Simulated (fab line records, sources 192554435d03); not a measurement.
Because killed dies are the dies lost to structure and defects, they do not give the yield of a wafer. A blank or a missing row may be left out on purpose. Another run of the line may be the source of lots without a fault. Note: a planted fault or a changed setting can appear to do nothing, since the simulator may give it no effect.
fab line records | flow n5Finfet
record lots=9 wafers=27 lastDay=18
route steps=1938 shown GATE_CUT@511 MOL_CONTACT_COAG@526 BEOL_M4@1111 PASSIVATION@1936
lots that met no fault: from a run of the same line without faults
startH: hours from the record's first day to the start of the lot's first wafer shown | waitH: hours since the lot's step before | " as in the row above | L1.1+2: several wafers, shown together as one row | - no value, or no start given | * or withheld: withheld | < > ~ a bound
route shown NAME@n: names a module that has steps shown in the file, with the first one's number in the route | usual: mean/standard deviation of fault-free wafers | same: alike in all rows | chamber/n: place in a boat | sites: readings site by site | _std_site: standard deviation of those values | _edge_site: mean of outer sites minus mean of inner sites | radiusMm: how far each site lies from the wafer's centre | mask NAME#n: copy n | behind: the tool/chamber that last shaped the wafer | hold: why the lot went on hold/how many hours it stayed there/how the hold came to an end | device: names the non-switching transistor (n, p or np) | end of line: the route-end tests of the same wafers | a step given without rows: its recipe and nothing more | killed: the dies lost at the first sort to structure and to defects; this is not the yield of the wafer | map: per-die view of a wafer (x killed, . not killed, _ where there is no die)
set.NAME: the setting the step ran with; set.NAME@STEP: the setting that earlier step ran with | model.NAME: the simulator's own value behind a step, which no gauge read
route steps across a sampled set of lots; one table per step, one row per wafer
services: the hour from which a tool's chamber was out of use, counted from the record's first day as startH (under 0 if before that day), plus the number of hours and why
## steps
# step N5_GATE_CUT_CMP_23
# recipe stopOn=SiO2 tOverpolishS=23.4 postCmpClean=alkalineBrush downForcePsi=2.5 platenRpm=51.8 padVelocityMS=1.0307 targetThkNm=16
# usual motorCurrentA=8.8/0.8 overpolishRunS=23.401/0.0087 retainingRingPressureFrac=0.999/0.0048 timeToEndpointS=18.9/2.8
# columns lot.wafer tool chamber startH waitH motorCurrentA overpolishRunS retainingRingPressureFrac timeToEndpointS
L583.1 cmp-01 1 105.67 0.8 8.6 23.419 1.008 12.1
L583.4 " 0 " " 8.2 23.394 0.996 14.0
L583.6 " 2 " " 10.3 23.399 1.007 13.4
L585.2 cmp-01 2 119.14 0.8 10.3 23.410 0.998 15.9
L585.1 " 3 " " 9.6 23.407 1.002 20.3
L585.6 " 0 " " 8.1 23.399 0.994 16.9
L587.4 cmp-01 3 131.08 0.8 9.1 23.414 0.992 20.4
L587.2 " 2 " " 9.8 23.401 1.008 16.9
L587.5 " 0 " " 8.3 23.406 1.006 18.0
L586.1 cmp-04 2 132.93 1.2 9.1 23.390 1.004 15.6
L586.2 " 3 " " 8.9 23.415 1.002 17.3
L586.4 " 0 " " 10.8 23.392 1.000 20.2
L598.4 cmp-04 2 193.72 0.8 9.2 23.386 1.001 20.1
L598.2 " 3 " " 8.6 23.394 1.002 18.2
L598.3 " 0 " " 10.3 23.407 1.003 18.0
L599.1 cmp-01 3 200.34 0.8 9.6 23.396 0.997 21.3
L599.2 " 0 " " 8.3 23.402 0.998 20.8
L599.4 " 1 " " 8.3 23.392 1.006 19.0
L600.2 cmp-01 2 208.78 0.8 9.9 23.395 0.999 14.1
L600.1 " 0 " " 7.6 23.393 1.000 18.5
L600.4 " 1 " " 8.8 23.413 1.007 17.3
L601.4 cmp-01 2 213.17 0.8 10.0 23.410 0.999 18.0
L601.2 " 3 " " 9.6 23.407 1.008 23.2
L601.3 " 1 " " 8.8 23.406 0.996 17.7
L602.3 cmp-02 3 220.86 1.0 7.6 23.398 0.995 19.6
L602.5 " 0 " " 8.3 23.412 0.998 21.0
L602.6 " 1 " " 8.1 23.407 0.995 19.3
# step N5_MOL_CONTACT_COAG_CD_MEAS_08
# recipe targetCdNm=28 landingEnergyEv=500 detector=seInlens polarity=opening
# usual cdNm=28.04/0.24
# columns lot.wafer tool chamber startH waitH cdNm
L583.1 cdSem-03 0 107.03 - 28.28
L583.4 " 0 " " 28.44
L583.6 " 0 " " 28.35
L585.1 cdSem-03 0 120.52 - 27.59
L585.2 " 0 " " 27.80
L585.6 " 0 " " 27.66
L587.2 cdSem-02 0 132.57 - 28.41
L587.4 " 0 " " 28.37
L587.5 " 0 " " 28.24
L586.1 cdSem-02 0 134.67 - 27.87
L586.2 " 0 " " 28.32
L586.4 " 0 " " 28.38
L598.2 cdSem-02 0 195.18 - 27.57
L598.3 " 0 " " 27.76
L598.4 " 0 " " 28.06
L599.1 cdSem-02 0 201.72 - 27.94
L599.2 " 0 " " 28.29
L599.4 " 0 " " 28.21
L600.1 cdSem-03 0 210.12 - 28.36
L600.2 " 0 " " 28.32
L600.4 " 0 " " 28.03
L601.2 cdSem-02 0 214.50 - 27.72
L601.3 " 0 " " 28.06
L601.4 " 0 " " 27.81
L602.3 cdSem-01 0 222.08 - 28.09
L602.5 " 0 " " 27.88
L602.6 " 0 " " 27.95
# step N5_MOL_CONTACT_COAG_INSPECT_10
# recipe mode=adi inspectInstrument=brightfield
# usual rawDefectCount=68/24
# columns lot.wafer tool chamber startH waitH rawDefectCount
L583.1 defectInspect-02 - 107.12 0.1 128
L583.4 " - " " 80
L583.6 " - " " 95
L585.1 defectInspect-02 - 120.61 0.1 61
L585.2 " - " " 59
L585.6 " - " " 48
L587.2 defectInspect-02 - 132.65 0.0 80
L587.4 " - " " 61
L587.5 " - " " 93
L586.1 defectInspect-01 - 134.76 0.1 118
L586.2 " - " " 96
L586.4 " - " " 88
L598.2 defectInspect-01 - 195.27 0.0 45
L598.3 " - " " 52
L598.4 " - " " 42
L599.1 defectInspect-01 - 201.81 0.1 49
L599.2 " - " " 62
L599.4 " - " " 62
L600.1 defectInspect-02 - 210.20 0.1 59
L600.2 " - " " 60
L600.4 " - " " 89
L601.2 defectInspect-01 - 214.59 0.0 66
L601.3 " - " " 94
L601.4 " - " " 50
L602.3 defectInspect-01 - 222.17 0.0 98
L602.5 " - " " 66
L602.6 " - " " 93
# step N5_MOL_CONTACT_COAG_ETCH_15
# recipe chemistry=CH3F/O2 target=SiNx targetDepthA=70 maskMaterial=SOC stopOn=Si:P overEtchFrac=0.75 ionEnergyEv=120 pressureMtorr=30 sourceW=395 biasW=73 Ar_flow_sccm=150 CH3F_flow_sccm=30 O2_flow_sccm=20
# usual chamberPressureMTorr=30.002/0.029 drypumpMotorCurrentA=5.6/0.39 oes_f_703_au=0.80/0.09 oes_o_777_au=0.80/0.087 oesProductAu=0.58/0.063 rfFwdPowerW=392.0/1.4 rfVppV=297/5.3 showerheadPlenumPTorr=2.03/0.066 throttleValvePct=16.21/0.2
# columns lot.wafer tool chamber startH waitH chamberPressureMTorr drypumpMotorCurrentA oes_f_703_au oes_o_777_au oesProductAu rfFwdPowerW rfHoursCounterH rfVppV showerheadPlenumPTorr throttleValvePct
L583.1 rieDiel-04 1 107.37 0.0 29.996 5.4 0.70 0.71 0.51 394.5 237 293 1.96 16.20
L583.4 " 3 " " 29.983 5.0 0.99 0.97 0.70 390.9 11 298 2.14 16.00
L583.6 " 0 " " 30.038 5.9 0.76 0.77 0.56 390.8 - 299 2.00 16.17
L585.1 rieDiel-04 3 121.24 0.0 30.019 4.9 0.96 0.96 0.71 393.9 15 298 2.14 16.02
L585.2 " 0 " " 29.958 5.9 0.75 0.76 0.56 389.6 153 297 2.00 16.18
L585.6 " 0 " " 29.982 5.9 0.76 0.75 0.56 390.0 - 297 1.99 16.18
L587.2 rieDiel-04 2 132.91 0.0 30.029 5.7 0.98 0.92 0.55 462.5 159 269 2.09 16.49
L587.4 " 0 " " 30.013 5.9 0.75 0.75 0.56 392.2 157 297 1.99 16.20
L587.5 " 2 " " 30.013 5.7 0.98 0.91 0.55 462.0 - 268 2.09 16.49
L586.1 rieDiel-04 1 135.08 0.0 30.065 5.4 0.70 0.71 0.50 392.0 247 293 1.96 16.22
L586.2 " 2 " " 30.040 5.7 0.98 0.92 0.55 464.9 160 269 2.09 16.50
L586.4 " 2 " " 29.995 5.7 0.98 0.92 0.55 462.4 - 267 2.09 16.50
L598.2 rieDiel-05 0 195.52 0.0 30.007 5.6 0.84 0.85 0.62 391.5 57 297 2.09 16.09
L598.3 " 3 " " 30.002 5.7 0.69 0.70 0.52 391.4 214 307 1.98 16.27
L598.4 " 1 " " 29.989 5.4 0.96 0.98 0.71 390.8 4 298 1.96 16.13
L599.1 rieDiel-02 0 202.10 0.0 29.975 5.4 0.77 0.78 0.57 391.1 122 297 2.01 16.14
L599.2 " 3 " " 30.018 5.5 0.89 0.88 0.64 390.2 48 287 1.96 16.37
L599.4 " 2 " " 29.956 6.6 0.73 0.75 0.55 389.5 161 299 1.91 16.22
L600.1 rieDiel-02 3 210.46 0.0 30.026 5.5 0.88 0.88 0.63 389.5 52 287 1.96 16.38
L600.2 " 0 " " 30.045 5.4 0.78 0.79 0.58 392.9 125 296 2.01 16.15
L600.4 " 2 " " 29.987 6.6 0.73 0.76 0.55 389.9 164 300 1.91 16.23
L601.2 rieDiel-04 3 214.84 0.0 30.016 4.9 0.91 0.90 0.65 391.8 49 296 2.13 16.09
L601.3 " 0 " " 30.019 5.9 0.73 0.74 0.54 391.9 184 296 1.99 16.25
L601.4 " 1 " " 29.974 5.4 0.91 0.92 0.67 392.2 17 293 1.95 15.79
L602.3 rieDiel-04 2 222.42 0.0 30.010 5.7 0.77 0.75 0.54 395.1 191 287 2.08 16.57
L602.5 " 1 " " 30.021 5.4 0.90 0.92 0.66 391.9 - 294 1.95 15.80
L602.6 " 0 " " 30.017 5.9 0.72 0.73 0.54 390.4 - 296 1.99 16.23
# step N5_BEOL_M4_RC_MEAS_101
# usual DIBL_N=35.8/1.8 DIBL_P=35.9/2.2 IOFF_N=0.16/0.035 IOFF_P=0.21/0.04 ION_N=672/11 ION_P=461/7.4 SS_N=71.4/0.64 SS_P=73.2/0.67 VT_N=250/3.5 VT_P=-251/3.4
# columns lot.wafer tool chamber startH waitH DIBL_N[mV/V] DIBL_P[mV/V] IOFF_N[nA/um] IOFF_P[nA/um] ION_N[uA/um] ION_P[uA/um] SS_N[mV/dec] SS_P[mV/dec] VT_N[mV] VT_P[mV]
L583.1 prober-02 0 183.44 0.0 36.6 36.8 0.18 0.25 683 471 72.0 73.6 245 -246
L583.4 " 0 " " 32.9 32.4 0.12 0.18 659 458 70.8 72.4 255 -251
L583.6 " 0 " " 34.7 33.6 0.14 0.18 665 454 71.4 72.8 249 -250
L585.1 prober-01 0 200.51 0.0 35.9 37.2 0.16 0.21 671 464 72.0 73.4 250 -250
L585.2 " 0 " " 35.0 35.8 0.14 0.20 669 459 71.6 72.8 252 -254
L585.6 " 0 " " 36.8 37.1 0.17 0.21 675 464 71.9 73.3 250 -249
L587.2 prober-01 0 209.22 0.2 36.0 35.7 0.15 0.20 665 462 71.5 72.8 254 -250
L587.4 " 0 " " 39.2 39.2 0.21 0.27 683 468 72.0 74.2 251 -248
L587.5 " 0 " " 38.9 39.0 0.20 0.25 676 470 72.2 73.1 248 -250
L586.1 prober-01 0 216.83 0.0 38.6 40.7 0.21 0.24 691 467 72.3 73.7 247 -250
L586.2 " 0 " " 36.7 37.9 0.17 0.19 683 459 72.1 72.5 249 -251
L586.4 " 0 " " 35.0 36.7 0.13 0.17 665 451 71.1 72.8 254 -255
L598.2 prober-01 0 280.65 0.2 37.3 36.3 0.18 0.21 672 458 72.0 73.2 248 -251
L598.3 " 0 " " 37.0 35.8 0.16 0.20 682 464 70.6 73.4 249 -251
L598.4 " 0 " " 32.9 31.6 0.11 0.15 661 456 70.9 72.5 252 -256
L600.1 prober-02 0 282.56 0.0 35.1 36.4 0.15 0.23 668 461 71.7 73.3 248 -248
L600.2 " 0 " " 36.7 38.3 0.19 0.26 679 472 72.2 72.9 246 -245
L600.4 " 0 " " 34.3 35.3 0.14 0.21 669 466 71.8 72.9 252 -248
L599.1 prober-01 0 284.90 0.0 37.0 36.5 0.16 0.22 673 455 71.6 73.1 251 -249
L599.2 " 0 " " 37.4 37.5 0.17 0.26 670 462 71.8 74.1 248 -245
L599.4 " 0 " " 36.3 36.1 0.17 0.22 671 463 71.5 73.4 250 -247
L601.2 prober-01 0 287.94 0.2 37.1 37.8 0.17 0.21 679 458 72.1 74.1 246 -251
L601.3 " 0 " " 36.5 36.8 0.15 0.20 674 468 71.4 73.9 251 -255
L601.4 " 0 " " 33.7 32.5 0.11 0.15 660 454 70.9 72.8 255 -255
L602.3 prober-02 0 309.15 0.3 35.9 34.6 0.14 0.20 676 467 70.8 73.0 249 -252
L602.5 " 0 " " 35.5 34.3 0.14 0.20 683 466 71.0 72.3 249 -251
L602.6 " 0 " " 35.3 33.3 0.12 0.19 669 464 70.5 72.7 254 -252
# step N5_PASSIVATION_PROBE_49
# usual defectLimitedYield=91.0/1.5 killed_at_M0_to_M3=34/9.1 killed_at_M4_up=14/5.7 killedAtContacts=13/5.7 killedAtFrontEnd=42/12 killedAtOther=4/3.4 killedDies=106/17 killedOpen=70/13 killedShort=34/7.5 sort_bin_5_function=5.2/0.94 sort_bin_6_memory=3.4/0.69 sortNPass=1074/17 sortYieldPct=91.0/1.5
# same grossDies=1180 killedAtBackSide=0 sort_bin_4_leakage[%]=0 sort_bin_8_speed[%]=0
# columns lot.wafer tool chamber startH waitH defectLimitedYield[%] killed_at_M0_to_M3 killed_at_M4_up killedAtContacts killedAtFrontEnd killedAtOther killedDies killedOpen killedShort sort_bin_5_function[%] sort_bin_6_memory[%] sortNPass sortYieldPct[%]
L587.2 prober-01 - 320.40 0.1 90.2 29 16 8 57 6 116 83 30 6.0 3.6 1064 90.2
L587.4 prober-01 - 320.50 0.2 89.2 40 17 20 49 2 128 88 39 7.2 3.4 1052 89.2
L587.5 prober-01 - 320.55 0.2 90.3 44 9 16 40 6 115 69 44 5.3 3.9 1065 90.3
L586.1 prober-01 - 322.89 0.0 91.4 31 19 5 39 7 101 71 28 5.1 3.2 1079 91.4
L586.2 prober-01 - 322.94 0.1 92.2 21 10 7 48 6 92 52 37 4.3 3.3 1088 92.2
L586.4 prober-01 - 323.04 0.2 91.8 31 6 11 46 3 97 59 36 5.1 2.7 1083 91.8
# killed by level:class
L587.2 STI_FIN_REVEAL:geometricParticle:open=20 FIN_SAQP:geometricParticle:open=14 FIN_SAQP:geometricParticle:short=6 MOL_CONTACT_COAG:geometricParticle:open=6 BEOL_M3:geometricParticle:open=6 BEOL_M0_SAQP:geometricParticle:open=5 BEOL_M1:geometricParticle:open=5 BEOL_M4:geometricParticle:open=5
L587.4 MOL_CONTACT_COAG:geometricParticle:open=16 FIN_SAQP:geometricParticle:open=14 FIN_SAQP:geometricParticle:short=10 BEOL_M3:geometricParticle:open=10 BEOL_M4:geometricParticle:open=10 BEOL_M0_SAQP:geometricParticle:open=9 BEOL_M0_SAQP:geometricParticle:short=7 STI_FIN_REVEAL:geometricParticle:open=6
L587.5 MOL_CONTACT_COAG:geometricParticle:open=16 FIN_SAQP:geometricParticle:open=13 BEOL_M1:geometricParticle:open=12 BEOL_M0_SAQP:geometricParticle:short=11 BEOL_M3:geometricParticle:open=9 FIN_SAQP:geometricParticle:short=8 ILD0:geometricParticle:short=5 MIM_TOP:geometricParticle:short=4
L586.1 STI_FIN_REVEAL:geometricParticle:open=10 BEOL_M2:geometricParticle:open=10 BEOL_M4:geometricParticle:open=8 GATE_CUT:geometricParticle:short=7 GATE_CUT:geometricParticle:open=6 BEOL_M0_SAQP:geometricParticle:short=6 DUMMY_GATE:geometricParticle:open=5 MOL_CONTACT_COAG:geometricParticle:open=5
L586.2 FIN_SAQP:geometricParticle:short=8 BEOL_M2:geometricParticle:open=8 DUMMY_GATE:geometricParticle:open=7 GATE_CUT:geometricParticle:short=7 FIN_SAQP:geometricParticle:open=6 MOL_CONTACT_COAG:geometricParticle:open=5 BEOL_M1:geometricParticle:open=5 STARTING-WAFER:geometricParticle:open=5
L586.4 FIN_SAQP:geometricParticle:open=14 GATE_CUT:geometricParticle:short=8 BEOL_M2:geometricParticle:open=8 MOL_CONTACT_COAG:geometricParticle:open=7 BEOL_M3:geometricParticle:open=7 STI_FIN_REVEAL:geometricParticle:open=6 BEOL_M0_SAQP:geometricParticle:open=6 FIN_SAQP:geometricParticle:short=5
## services
# columns tool chamber startH hours kind
rieDiel-04 - 86.97 0.2 repair
rieDiel-05 1 89.57 3.7 repair
cmp-04 - 97.16 2.1 repair
cmp-01 - 99.22 3.3 repair
rieDiel-04 3 103.87 1.6 repair
cmp-02 - 104.95 47.1 repair
cmp-04 - 122.84 4.0 pm
rieDiel-02 2 123.38 3.3 repair
rieDiel-02 3 124.20 18.9 repair
rieDiel-05 2 127.78 5.4 repair
rieDiel-04 0 133.20 5.6 repair
rieDiel-04 1 144.24 - clean
rieDiel-04 1 144.24 - consumableReplace:focusRing
rieDiel-04 1 144.24 17.1 scheduledDown
rieDiel-04 1 144.24 17.1 ventCycle
cmp-04 - 155.45 0.7 repair
cmp-01 - 173.70 4.0 pm
cmp-01 - 177.70 - consumableReplace:conditioner
cmp-04 - 181.53 0.9 repair
cmp-02 - 185.54 19.4 pm
cmp-01 - 190.44 1.3 repair
cmp-04 - 197.17 5.3 pm
rieDiel-05 3 207.52 3.0 repair
cmp-04 - 219.11 0.3 repair
## key
firstSign step=N5_MOL_CONTACT_COAG_ETCH_15 reading=rfFwdPowerW direction=up sigmas=49 usual=* struck=*
effect step=N5_MOL_CONTACT_COAG_ETCH_15 reading=rfVppV direction=down sigmas=5.4 usual=297 struck=268
metAt N5_MOL_CONTACT_COAG_ETCH_15
struckLots L586,L587
struckWafers L586.2,L586.4,L587.2,L587.5
notActingAt N5_GATE_CUT_CMP_23,N5_MOL_CONTACT_COAG_CD_MEAS_08,N5_MOL_CONTACT_COAG_INSPECT_10
fault kind=processParameterDrift tool=rieDiel-04 chamber=2 onsetH=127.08 steps=N5_MOL_CONTACT_COAG_ETCH_15 channel=sourceW offset=71.1 shape=step endH=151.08 actsIn=theseRecipesOnly stated=395
